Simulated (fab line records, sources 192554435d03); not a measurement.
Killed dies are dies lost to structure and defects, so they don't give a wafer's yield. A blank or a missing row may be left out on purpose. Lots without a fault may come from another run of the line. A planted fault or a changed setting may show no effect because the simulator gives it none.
Chamber matching | flow n5_finfet | N5_BEOL_M5_ILD_DEP_00 on pecvd-03: 3 sister chambers
The step deposits SiCOH lowk from DEMS/porogen, target thk 140.64 nm, time 25.9 s. 3 wafers are shown with their chamber, then 7 later ones without.

WAFERS WITH THEIR CHAMBER
wafer  | chamber | throttle_valve_pct (%)
L086.6 | 2       | 12.9
L088.3 | 0       | 14.0
L088.5 | 1       | 13.7

WAFERS WITHOUT THEIR CHAMBER
wafer  | throttle_valve_pct (%)
L088.6 | 13.1
L089.2 | 13.7
L089.4 | 13.8
L089.5 | 13.4
L095.1 | 12.9
L095.4 | 13.9
L095.6 | 13.1

WHICH CHAMBER EACH WENT THROUGH
wafer  | from the rows above          | in truth
L088.6 | 2                            | 2
L089.2 | can't be placed: 1 or 0      | 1
L089.4 | can't be placed: 1 or 0      | 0
L089.5 | can't be placed: 1 or 2 or 0 | 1
L095.1 | 2                            | 2
L095.4 | can't be placed: 0 or 1      | 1
L095.6 | 2                            | 2
Placed correctly: 3 of 7. Can't be placed from these rows: 4 (the true chamber is among the candidates in 4). Placed wrongly: 0.
How it was worked out, from the rows above alone: a wafer's distance from a chamber is the root of the sum, over the readings, of the square of ((its reading less the chamber's mean) divided by the reading's scatter). The wafer belongs to the nearest chamber; if the next one is less than 2 further off, it can't be placed. A chamber's mean is the mean of its shown wafers. The scatter: with one shown wafer a chamber, the root of the mean of the squares of how far each hidden wafer lies from its nearest shown one.
